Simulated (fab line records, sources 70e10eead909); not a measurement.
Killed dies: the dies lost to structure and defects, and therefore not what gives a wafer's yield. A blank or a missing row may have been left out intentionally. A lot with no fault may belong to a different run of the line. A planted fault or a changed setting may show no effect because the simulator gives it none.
A struck lot beside a sound one | flow nandHarc | 13 out of 1159 route steps
Sound: the wafers L565.3, L565.4, L565.6. Wafers struck: L572.1, L572.2, L572.4. At the end, the cause is stated.
At each step with rows: each side's tool, then ch and its chambers, then its first start. Under that, the readings that differ: sound wafers | struck wafers | difference of the means | sigmas: that difference in standard deviations of wafers without a fault.
alike: readings whose means differ by less than 2 such deviations, and words and numbers that are the same on both sides. not compared: withheld readings, readings that some wafer has no value for, bounds like >300 that may hide the same value, and numbers for which the record gives no deviation and whose values overlap.
The two part at a step that has a row with sigmas, a row that says differs or no value, or rows on one side only. Numbers that don't overlap but have no deviation are shown without sigmas and don't part them. A reading missing from all wafers of one side parts the sides only when that side holds two or more wafers.

NHARC_P_M2_DEGAS_29: time 60 s.
  struck on pvdSputter-03, day 8 19:34; sound on pvdSputter-03, day 7 00:33
  alike: heaterPowerW
then, 1 step without rows for these wafers: NHARC_P_M2_PRE_CLEAN_30 (time 30 s).
NHARC_P_M2_PVD_20: deposits TaN, target thk 5 nm, time 8.06 s.
  sound on pvdSputter-03; struck on pvdSputter-03
  alike: throttleValvePct
NHARC_P_M2_PVD_21: deposits Cu, target thk 30 nm, time 20.49 s.
  sound on pvdSputter-03; struck on pvdSputter-03
  alike: throttleValvePct
then, 3 steps without rows for these wafers: NHARC_P_M2_ECD_22 (material Cu, target thk 400 nm); NHARC_P_M2_ANNEAL_31 (time 90 s); NHARC_P_M2_CMP_23 (polishes, t overpolish 20 s, target thk 144.3 nm).
NHARC_P_M2_THK_MEAS_24: measures by xrf.
  struck on filmMetro-01, day 8 20:58; sound on filmMetro-02, day 7 01:57
  alike: thkNm
after that, 1 step had no rows for these wafers: NHARC_P_M2_SRD_25.
NHARC_P_M2_INSPECT_27:
  struck on defectInspect-01, day 8 21:08; sound on defectInspect-01, day 7 02:06
  alike: rawDefectCount
NHARC_P_M2_PRE_CLEAN_32: time 12 s.
  sound on pecvd-02 ch 1,2, day 7 02:13; struck on pecvd-02 ch 0,1,2, day 8 21:12
  alike: heaterPowerW
NHARC_P_M2_DEP_33: deposits SiCN, target thk 30 nm.
  sound on pecvd-02 ch 1,2, day 7 02:25; struck on pecvd-02 ch 0,1,2, day 8 21:16
  no value came back on the struck wafers for chamberPressureTorr (Torr), heaterPowerOuterW (W), heaterPowerW (W); on the sound wafers chamberPressureTorr (Torr) reads 2.993 2.993 3.003
NHARC_P_BONDPAD_DEP_00: deposits SiCN, target thk 250 nm.
  sound on pecvd-04 ch 0,1, day 7 02:50; struck on pecvd-04 ch 0,2, day 8 21:43
  alike: chamberPressureTorr, heaterPowerOuterW, heaterPowerW

## WHERE THEY PART
At NHARC_P_M2_DEP_33 and nowhere else, as far as this record goes. Later steps at which nothing parts them and some readings are alike: NHARC_P_BONDPAD_DEP_00.

WHY: what had been put in by the simulator
At NHARC_P_M2_DEP_33, the step was skipped entirely on pecvd-02 from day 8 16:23 on. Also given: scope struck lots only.
